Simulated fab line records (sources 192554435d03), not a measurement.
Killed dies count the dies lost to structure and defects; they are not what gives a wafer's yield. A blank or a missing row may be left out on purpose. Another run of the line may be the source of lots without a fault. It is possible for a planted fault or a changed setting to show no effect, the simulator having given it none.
fab line records | flow n5_finfet | part 2 of 2: steps 4 to 6 of 6
[record] lots = 19 wafers = 57 last_day = 19
route steps=1938 shown BEOL_M6@1216 BEOL_M7@1263
lots with no fault: from the same line, run without faults
start_h: the number of hours between the record's first day and the start of the first shown wafer of the lot | wait_h: hours from the lot's prior step to this one | " unchanged from the row above | L1.1+2: a row that stands for several wafers | - value missing, or start not given | * or withheld: withheld | < > ~ a bound
route shown NAME@n: NAME is a module with steps in the file, n the number in the route of the first one | usual: mean and standard deviation over wafers with no fault | same: alike in all rows | chamber/n: place in a boat | sites: readings site by site | _std_site: their standard deviation | _edge_site: inner sites' mean taken away from outer sites' mean | radius_mm: how far each site lies from the wafer's centre | mask NAME#n: copy n | behind: tool/chamber where the wafer was last shaped | hold: reason for holding the lot/hours on hold/outcome of the hold | device: which transistor (n, p or np) failed to switch | end of line: the same wafers' tests at the end of the route | step lacking rows: just its recipe | killed: dies that structure and defects cost at the first sort, which is not the same as the wafer's yield | map: dies across one wafer; x = killed, . = not, _ = none there
set.NAME: setting as actually run; set.NAME@STEP: the setting as run at that earlier step | model.NAME: the simulator's own value behind a step, which no gauge read
route steps across a sampled set of lots; one table per step, one row per wafer
services: a tool's chamber out of use, with start hour (start_h, from the record's first day; less than 0 if before it), hours out, and reason
[[steps]]
[step N5_BEOL_M6_STRIP_36]
[recipe] chemistry = N2/H2 power_w = 450 temp_c = 40 pressure_mtorr = 20 rf_frequency_hz = 6e+07 overash_fraction = 0.3 bias_power_w = 7 h2_frac = 0.5 n2_flow_sccm = 200 h2_flow_sccm = 200
[usual] drypump_motor_current_A = 5.8/0.43 oes_product_au = 0.77/0.1 rf_vpp_V = 59.3/1.4 showerhead_plenum_p_Torr = 2.57/0.095 throttle_valve_pct = 23.69/0.27
// columns lot.wafer tool chamber start_h wait_h drypump_motor_current_A oes_product_au rf_hours_counter_h rf_vpp_V showerhead_plenum_p_Torr throttle_valve_pct
L075.2 rie_diel-04 0 222.01 0.0 5.6 0.77 99 61.7 2.43 23.06
L075.4 " 3 " " 5.8 0.67 227 60.9 2.63 24.00
L075.5 " 3 " " 5.7 0.69 - 60.7 2.63 24.00
L077.2 rie_diel-02 1 231.42 0.0 5.8 0.69 220 56.9 2.63 23.89
L077.3 " 2 " " 6.4 0.81 85 59.7 2.69 23.64
L077.6 " 1 " " 5.8 0.70 - 60.0 2.63 23.88
L076.2 rie_diel-02 0 238.00 0.0 5.8 0.96 4 58.2 2.70 23.30
L076.4 " 2 " " 6.4 0.80 - 57.6 2.68 23.65
L076.6 " 3 " " 4.9 0.70 - 59.4 2.52 23.72
L080.1 rie_diel-05 0 242.32 0.0 5.6 0.67 229 57.8 2.52 24.10
L080.3 " 2 " " 5.5 0.71 223 58.3 2.63 23.78
L080.6 " 3 " " 6.1 0.73 - 58.1 2.51 23.57
L079.1 rie_diel-02 2 242.38 0.0 6.4 0.81 89 58.6 2.68 23.65
L079.4 " 1 " " 5.8 0.70 222 60.5 2.63 23.91
L079.5 " 2 " " 6.4 0.81 - 58.4 2.68 23.64
L081.3 rie_diel-04 3 253.83 0.0 5.7 0.68 238 57.8 2.62 24.03
L081.5 " 0 " " 5.6 0.79 - 61.8 2.43 23.09
L081.6 " 1 " " 5.3 0.69 - 62.0 2.62 24.00
L082.3 rie_diel-04 2 260.05 0.0 6.1 0.72 217 59.7 2.42 23.85
L082.5 " 1 " " 5.3 0.70 - 59.1 2.62 23.97
L082.6 " 0 " " 5.6 0.77 - 58.0 2.43 23.08
L085.4 rie_diel-05 3 273.22 0.0 6.1 0.71 199 59.4 2.51 23.59
L085.5 " 0 " " 5.6 0.67 - 59.2 2.52 24.14
L085.6 " 3 " " 6.1 0.71 - 58.0 2.51 23.58
L086.2 rie_diel-05 3 277.77 0.0 6.1 0.73 200 60.7 2.51 23.59
L086.5 " 3 " " 6.1 0.72 - 58.7 2.51 23.59
L086.6 " 2 " " 5.5 0.71 - 59.3 2.62 23.79
L084.1 rie_diel-02 0 278.08 0.0 5.8 0.92 17 59.9 2.69 23.30
L084.4 " 2 " " 6.4 0.79 102 58.3 2.68 23.66
L084.5 " 0 " " 5.8 0.92 - 60.7 2.69 23.30
L087.4 rie_diel-05 2 292.04 0.0 5.6 0.71 240 58.3 2.62 23.78
L087.5 " 1 " " 6.5 0.94 - 60.8 2.69 23.69
L087.6 " 0 " " 5.6 0.67 - 59.4 2.52 24.10
L088.2 rie_diel-02 0 299.11 0.0 5.8 0.90 26 61.1 2.68 23.33
L088.3 " 1 " " 5.8 0.68 244 59.0 2.62 23.90
L088.4 " 1 " " 5.8 0.69 - 60.6 2.62 23.93
L089.1 rie_diel-04 3 310.03 0.0 5.7 0.96 3 56.7 2.62 24.02
L089.5 " 2 " " 6.1 0.71 - 58.8 2.41 23.86
L089.6 " 3 " " 5.7 0.95 - 58.7 2.62 24.03
L090.3 rie_diel-05 3 312.31 0.0 6.1 0.71 213 59.7 2.50 23.62
L090.4 " 3 " " 6.1 0.70 - 58.4 2.50 23.60
L090.5 " 2 " " 5.5 0.69 - 59.3 2.62 23.79
L091.1 rie_diel-05 2 313.73 0.0 5.6 0.71 245 61.6 2.62 23.80
L091.2 " 1 " " 6.5 0.93 20 61.4 2.69 23.70
L091.4 " 2 " " 5.5 0.69 - 58.7 2.62 23.79
L093.3 rie_diel-05 2 316.67 0.0 5.5 0.69 246 58.7 2.62 23.81
L093.4 " 2 " " 5.5 0.69 - 58.5 2.62 23.83
L093.6 " 1 " " 6.5 0.92 - 64.0 2.69 23.70
L092.1 rie_diel-05 1 322.29 0.0 6.5 0.90 24 59.2 2.69 23.70
L092.3 " 2 " " 5.5 0.69 249 60.0 2.62 23.81
L092.5 " 2 " " 5.5 0.69 - 61.2 2.62 23.82
L095.1 rie_diel-04 0 354.82 0.0 5.6 0.74 144 57.2 2.42 23.12
L095.4 " 3 " " 5.7 0.93 14 56.7 2.61 24.03
L095.5 " 2 " " 6.0 0.70 - 58.3 2.41 23.88
L097.3 rie_diel-02 3 357.03 0.0 4.9 0.91 30 59.1 2.50 23.35
L097.4 " 1 " " 5.8 1.00 1 56.1 2.61 23.46
L097.5 " 2 " " 6.4 0.76 - 59.8 2.67 23.68
[step N5_BEOL_M6_DEP_56]
[recipe] material = SiCN target_thk_a = 100 temp_c = withheld precursor = 3MS/NH3 pressure_torr = 3 rf_w = 202 time_s = 17.5
[usual] rf_fwd_power_W = 199.3/0.83 showerhead_plenum_p_Torr = 3.668/0.01 throttle_valve_pct = 9.1/0.34
// columns lot.wafer tool chamber start_h wait_h rf_fwd_power_W showerhead_plenum_p_Torr throttle_valve_pct
L075.2 pecvd-04 2 224.98 0.0 200.8 3.667 8.7
L075.4 " 2 " " 199.2 3.656 9.0
L075.5 " 0 " " 199.9 3.671 8.9
L077.2 pecvd-04 0 233.65 0.0 200.8 3.656 8.9
L077.3 " 1 " " 198.5 3.676 9.2
L077.6 " 1 " " 199.4 3.688 9.1
L076.2 pecvd-01 2 240.86 0.0 199.2 3.678 8.3
L076.4 " 0 " " 200.7 3.670 9.3
L076.6 " 2 " " 199.2 3.685 8.5
L080.1 pecvd-03 2 245.23 0.0 199.0 3.647 8.9
L080.3 " 0 " " 199.6 3.670 9.2
L080.6 " 1 " " 198.5 3.665 9.3
L079.1 pecvd-04 0 247.07 0.0 199.8 3.655 8.9
L079.4 " 0 " " 200.6 3.658 8.9
L079.5 " 2 " " 200.6 3.663 8.5
L081.3 pecvd-01 1 257.71 0.0 200.1 3.672 9.1
L081.5 " 0 " " 199.3 3.684 9.8
L081.6 " 2 " " 198.7 3.676 8.3
L082.3 pecvd-03 0 264.73 0.0 200.3 3.667 9.1
L082.5 " 0 " " 200.1 3.662 9.4
L082.6 " 1 " " 198.3 3.674 9.5
L085.4 pecvd-03 1 276.21 0.0 198.7 3.666 9.2
L085.5 " 0 " " 199.5 3.655 9.1
L085.6 " 2 " " 199.8 3.661 8.7
L086.2 pecvd-03 1 281.39 0.0 198.1 3.662 9.2
L086.5 " 0 " " 199.2 3.668 9.1
L086.6 " 2 " " 198.6 3.654 8.7
L084.1 pecvd-04 0 281.68 0.0 200.1 3.656 9.0
L084.4 " 1 " " 198.7 3.674 9.6
L084.5 " 2 " " 199.8 3.667 8.9
L087.4 pecvd-01 1 294.94 0.0 200.1 3.680 9.4
L087.5 " 0 " " 199.7 3.664 9.7
L087.6 " 2 " " 199.1 3.692 8.3
L088.2 pecvd-03 0 304.61 0.0 200.7 3.664 9.3
L088.3 " 2 " " 199.0 3.664 8.9
L088.4 " 2 " " 198.5 3.653 8.9
L089.1 pecvd-01 2 315.67 0.0 198.9 3.680 8.6
L089.5 " 2 " " 199.1 3.677 8.5
L089.6 " 0 " " 201.1 3.671 9.9
L090.3 pecvd-03 1 318.19 0.0 197.9 3.663 9.1
L090.4 " 1 " " 197.7 3.665 9.1
L090.5 " 0 " " 199.6 3.670 9.3
L091.1 pecvd-03 1 318.75 0.0 198.5 3.667 9.0
L091.2 " 2 " " 199.0 3.658 8.9
L091.4 " 0 " " 199.8 3.667 9.2
L093.3 pecvd-03 1 319.66 0.0 198.5 3.676 9.0
L093.4 " 0 " " 199.1 3.672 9.6
L093.6 " 2 " " 198.6 3.662 8.6
L092.1 pecvd-03 0 324.91 0.0 200.8 3.670 9.1
L092.3 " 1 " " 198.4 3.660 9.3
L092.5 " 0 " " 199.7 3.671 9.1
L095.1 pecvd-03 0 356.99 0.0 199.3 3.655 9.4
L095.4 " 1 " " 197.6 3.656 9.4
L095.5 " 0 " " 199.6 3.672 9.5
L097.3 pecvd-03 1 360.40 0.0 198.5 3.661 9.1
L097.4 " 0 " " 199.1 3.665 9.4
L097.5 " 1 " " 198.1 3.674 8.9
[step N5_BEOL_M7_ILD_DEP_00]
[recipe] material = SiCOH_lowk target_thk_a = 1797.5 temp_c = 300 precursor = DEMS/porogen pressure_torr = 5 rf_w = 500 time_s = 33.4
[usual] heater_power_w = 297/55 rf_fwd_power_W = 494.5/2.3 showerhead_plenum_p_Torr = 5.742/0.017 throttle_valve_pct = 13.9/0.63
// columns lot.wafer tool chamber start_h wait_h heater_power_w rf_fwd_power_W showerhead_plenum_p_Torr throttle_valve_pct
L075.2 pecvd-04 1 225.12 0.0 299 491.0 5.766 14.3
L075.4 " 1 " " 224 492.2 5.765 14.2
L075.5 " 0 " " 256 494.6 5.731 14.0
L077.2 pecvd-01 1 233.78 0.0 309 496.3 5.758 13.8
L077.3 " 0 " " 418 495.3 5.738 14.8
L077.6 " 0 " " 422 496.6 5.766 14.4
L076.2 pecvd-01 1 240.99 0.0 326 496.4 5.752 14.2
L076.4 " 0 " " 423 498.9 5.740 14.7
L076.6 " 2 " " 345 498.8 5.745 12.6
L080.1 pecvd-01 1 245.37 0.0 317 495.2 5.731 14.0
L080.3 " 0 " " 446 498.5 5.769 14.5
L080.6 " 2 " " 306 493.8 5.755 12.8
L079.1 pecvd-02 1 247.20 0.0 301 490.8 5.727 15.0
L079.4 " 0 " " 310 499.2 5.719 14.6
L079.5 " 0 " " 327 497.2 5.707 14.5
L081.3 pecvd-04 0 257.84 0.0 219 493.7 5.732 13.9
L081.5 " 1 " " 269 495.0 5.762 14.0
L081.6 " 0 " " 227 494.0 5.735 13.8
L082.3 pecvd-04 1 264.86 0.0 245 490.7 5.771 14.0
L082.5 " 1 " " 253 490.7 5.774 14.2
L082.6 " 2 " " 276 496.4 5.732 13.6
L085.4 pecvd-04 0 276.35 0.1 266 495.2 5.738 14.1
L085.5 " 2 " " 232 493.1 5.735 13.4
L085.6 " 1 " " 292 490.9 5.753 14.1
L086.2 pecvd-02 0 281.52 0.0 306 497.1 5.731 14.5
L086.5 " 1 " " 295 490.1 5.754 15.1
L086.6 " 0 " " 309 496.9 5.723 14.5
L084.1 pecvd-01 0 281.81 0.0 410 496.5 5.765 14.4
L084.4 " 2 " " 346 495.4 5.741 12.7
L084.5 " 0 " " 426 497.2 5.765 14.4
L087.4 pecvd-01 0 295.08 0.1 376 495.9 5.753 14.6
L087.5 " 2 " " 322 493.4 5.763 12.9
L087.6 " 1 " " 291 495.4 5.744 14.0
L088.2 pecvd-02 0 304.74 0.0 310 498.5 5.705 14.5
L088.3 " 2 " " 301 492.6 5.734 13.8
L088.4 " 0 " " 302 498.6 5.713 14.6
L089.1 pecvd-04 1 315.80 0.0 261 492.5 5.748 13.9
L089.5 " 1 " " 266 493.9 5.766 14.1
L089.6 " 0 " " 266 494.4 5.740 13.8
L090.3 pecvd-04 2 318.32 0.0 269 493.3 5.723 13.3
L090.4 " 0 " " 266 496.2 5.730 13.9
L090.5 " 2 " " 265 495.3 5.735 13.3
L091.1 pecvd-04 0 318.88 0.0 243 494.6 5.742 14.1
L091.2 " 1 " " 251 492.6 5.766 14.1
L091.4 " 1 " " 263 493.5 5.762 14.6
L093.3 pecvd-04 2 319.79 0.0 245 493.3 5.724 13.3
L093.4 " 0 " " 258 494.7 5.727 13.8
L093.6 " 2 " " 253 492.0 5.718 13.4
L092.1 pecvd-01 2 325.05 0.0 329 493.9 5.739 12.9
L092.3 " 0 " " 419 493.7 5.756 14.7
L092.5 " 2 " " 342 495.3 5.768 12.7
L095.1 pecvd-04 0 357.12 0.0 257 495.8 5.751 13.8
L095.4 " 0 " " 261 494.7 5.727 13.9
L095.5 " 1 " " 231 493.2 5.753 14.0
L097.3 pecvd-04 0 360.53 0.0 252 494.3 5.721 13.9
L097.4 " 1 " " 269 492.7 5.751 14.4
L097.5 " 0 " " 266 495.8 5.725 13.8
[[services]]
// columns tool chamber start_h hours kind
pecvd-01 - 200.24 6.0 pm
pecvd-02 1 202.50 1.8 repair
pecvd-04 0 207.47 14.5 repair
pecvd-03 0 226.34 12.3 repair
rie_diel-05 1 232.24 - clean
rie_diel-05 1 232.24 - consumable_replace:focus_ring
rie_diel-05 1 232.24 - consumable_replace:showerhead
rie_diel-02 1 236.01 1.8 repair
pecvd-02 - 240.29 0.7 repair
rie_diel-04 - 241.54 0.5 repair
pecvd-02 2 245.18 15.3 repair
rie_diel-02 - 268.92 2.8 pm
pecvd-02 1 291.84 19.8 repair
rie_diel-05 2 293.30 10.5 repair
rie_diel-05 - 300.33 0.8 repair
rie_diel-02 0 304.01 13.7 repair
pecvd-03 0 308.66 4.7 repair
rie_diel-04 - 328.22 20.3 repair
rie_diel-02 2 329.23 17.8 repair
rie_diel-05 - 333.67 14.6 pm
pecvd-03 - 337.93 0.8 pm
pecvd-01 - 353.31 0.8 repair
rie_diel-05 0 359.71 4.8 repair
rie_diel-04 3 360.47 4.1 repair
